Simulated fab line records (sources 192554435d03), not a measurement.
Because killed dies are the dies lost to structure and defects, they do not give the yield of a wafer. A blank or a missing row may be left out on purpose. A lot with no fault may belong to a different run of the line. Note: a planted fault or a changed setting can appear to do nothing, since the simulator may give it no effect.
Matching of chambers | flow n5 finfet | N5_BEOL_M6_ETCH_66 on rie diel-01: 4 sister chambers
The step etches SOC in N2/H2, target depth 80 nm, overetch 16 nm, time 120 s. 16 wafers are shown with their chamber, then 8 later ones without.

WAFERS PAIRED WITH THEIR CHAMBERS
wafer  | chamber | showerhead plenum p Torr (Torr) | throttle valve pct (%) | oes product au (a.u.)
L074.2 | 3       | 2.63                            | 17.99                  | 0.54
L074.4 | 0       | 2.46                            | 17.53                  | 0.69
L074.5 | 1       | 2.54                            | 17.88                  | 0.57
L076.3 | 1       | 2.54                            | 17.89                  | 0.57
L076.5 | 2       | 2.56                            | 17.54                  | 0.64
L076.6 | 3       | 2.63                            | 18.00                  | 0.54
L078.2 | 2       | 2.56                            | 17.58                  | 0.63
L078.3 | 3       | 2.63                            | 17.99                  | 0.54
L078.4 | 1       | 2.53                            | 17.91                  | 0.57
L085.1 | 1       | 2.53                            | 17.94                  | 0.56
L085.4 | 0       | 2.46                            | 17.55                  | 0.67
L085.5 | 2       | 2.55                            | 17.60                  | 0.61
L090.1 | 3       | 2.62                            | 18.02                  | 0.53
L090.3 | 1       | 2.52                            | 17.96                  | 0.55
L090.5 | 2       | 2.54                            | 17.60                  | 0.61
L092.2 | 1       | 2.52                            | 17.95                  | 0.55

SIGNATURES (means of the wafers above)
reading                  | chamber 0 | chamber 1 | chamber 2 | chamber 3 | scatter within a chamber
showerhead plenum p Torr | 2.4600    | 2.5300    | 2.5525    | 2.6275    | 0.00791
throttle valve pct       | 17.5400   | 17.9217   | 17.5800   | 18.0000   | 0.0269
oes product au           | 0.6800    | 0.5617    | 0.6225    | 0.5375    | 0.0109
Rule: a wafer lies at a distance from a chamber equal to the root of the sum of squares, over the readings, of (its reading less the chamber's mean, divided by the reading's scatter). If the next closest chamber is less than 2 further off than the closest, the wafer can't be placed; otherwise it belongs to the closest. The scatter: the root of (the sum of the squares of (reading less its chamber's mean) over the shown wafers, divided by (wafers less chambers)).

WAFERS MISSING THEIR CHAMBER
wafer  | showerhead plenum p Torr (Torr) | throttle valve pct (%) | oes product au (a.u.)
L092.4 | 2.62                            | 18.03                  | 0.52
L092.6 | 2.45                            | 17.58                  | 0.65
L097.3 | 2.45                            | 17.59                  | 0.65
L097.5 | 2.52                            | 17.98                  | 0.54
L097.6 | 2.54                            | 17.65                  | 0.59
L096.2 | 2.45                            | 17.60                  | 0.64
L096.4 | 2.61                            | 18.05                  | 0.52
L096.6 | 2.54                            | 17.64                  | 0.60

EACH ONE'S CHAMBER
wafer  | from the rows above | in truth
L092.4 | 3                   | 3
L092.6 | 0                   | 0
L097.3 | 0                   | 0
L097.5 | 1                   | 1
L097.6 | 2                   | 2
L096.2 | 0                   | 0
L096.4 | 3                   | 3
L096.6 | 2                   | 2
8 of 8 placed correctly. Can't be placed from these rows: 0. Placed wrongly: 0.
